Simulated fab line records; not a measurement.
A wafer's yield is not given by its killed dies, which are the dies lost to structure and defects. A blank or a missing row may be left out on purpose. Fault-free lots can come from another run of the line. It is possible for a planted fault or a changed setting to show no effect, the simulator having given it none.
Tool commonality check + flow nand-harc + 4 lots, 10 wafers sampled

WHY IT WAS OPENED
Flagged at NHARC_END_SORT_01: reading killed-at-array, on 3 of 4 lots. Wafers without a fault read 61, standard deviation 26.
Rule: flag the lot when none of its wafers has a number, or when each of its wafers that has one lies beyond 4 standard deviations from that mean. As for the other lots, they are considered sound.

| lot  | measured     | on        | killed-at-array, wafer by wafer | flag    |
|------|--------------|-----------|---------------------------------|---------|
| L742 | day 29 17:56 | prober-01 | 672 672 675                     | FLAGGED |
| L740 | day 29 18:49 | prober-02 | 68                              |         |
| L744 | day 30 15:26 | prober-01 | 672 673 673                     | FLAGGED |
| L741 | day 30 23:59 | prober-02 | 675 677 674                     | FLAGGED |
The numbers of the flagged lots are 674 on average: +613 against the usual, or +24 standard deviations.

EACH LOT AND THE TOOL IT RAN ON
The record holds 3 process steps before the reading, out of a route of 1302 steps. Read each cell as the tool, then ch plus the chambers that the sampled wafers visited, then the start.
| lot  | flag    | NHARC_A_CONTACT_ETCH_118             | NHARC_A_CONTACT_ETCH_121             | NHARC_A_CONTACT_ETCH_96            |
|------|---------|--------------------------------------|--------------------------------------|------------------------------------|
| L742 | FLAGGED | har-cap-etch-01 ch 0,1, day 26 12:14 | har-cap-etch-01 ch 0,1, day 26 12:56 | rie-diel-10 ch 0,1,2, day 26 14:40 |
| L740 |         | har-cap-etch-02 ch 0,1, day 26 11:52 | har-cap-etch-02 ch 0,1, day 26 12:23 | rie-diel-09 ch 0,1, day 26 13:50   |
| L744 | FLAGGED | har-cap-etch-01 ch 0,1, day 27 14:40 | har-cap-etch-01 ch 0,1, day 27 15:11 | rie-diel-11 ch 1,2,3, day 27 16:38 |
| L741 | FLAGGED | har-cap-etch-02 ch 0,1, day 26 21:56 | har-cap-etch-02 ch 0,1, day 26 22:26 | rie-diel-11 ch 0,1,2, day 26 23:50 |
What the steps here do:
- NHARC_A_CONTACT_ETCH_118: etches the open film in C4F8/O2/Ar, time 190 s, target depth 1850 nm.
- NHARC_A_CONTACT_ETCH_121: etches the open film in C4F8/O2/Ar, time 190 s, target depth 1850 nm.
- NHARC_A_CONTACT_ETCH_96: etches the open film in C4F6/O2, target depth 20 nm, time 10 s.
- NHARC_END_SORT_01

FLAGGED AGAINST TOTAL, ONE TOOL AT A TIME (gauges that did the reading follow at the end)
| step                     | tool            | lots run | flagged | share of the flagged lots | sound lots run after its first flagged lot |
|--------------------------|-----------------|----------|---------|---------------------------|--------------------------------------------|
| NHARC_A_CONTACT_ETCH_118 | har-cap-etch-01 | 2        | 2       | some                      | 0                                          |
| NHARC_A_CONTACT_ETCH_118 | har-cap-etch-02 | 2        | 1       | some                      | 0                                          |
| NHARC_A_CONTACT_ETCH_121 | har-cap-etch-01 | 2        | 2       | some                      | 0                                          |
| NHARC_A_CONTACT_ETCH_121 | har-cap-etch-02 | 2        | 1       | some                      | 0                                          |
| NHARC_A_CONTACT_ETCH_96  | rie-diel-09     | 1        | 0       | none                      | -                                          |
| NHARC_A_CONTACT_ETCH_96  | rie-diel-10     | 1        | 1       | some                      | 0                                          |
| NHARC_A_CONTACT_ETCH_96  | rie-diel-11     | 2        | 2       | some                      | 0                                          |
| NHARC_END_SORT_01        | prober-01       | 2        | 2       | some                      | 0                                          |
| NHARC_END_SORT_01        | prober-02       | 2        | 1       | some                      | 0                                          |

THE TABLE: WHAT IT ALLOWS
No row of the table ran every flagged lot.

WHAT THE SIMULATOR PUT IN
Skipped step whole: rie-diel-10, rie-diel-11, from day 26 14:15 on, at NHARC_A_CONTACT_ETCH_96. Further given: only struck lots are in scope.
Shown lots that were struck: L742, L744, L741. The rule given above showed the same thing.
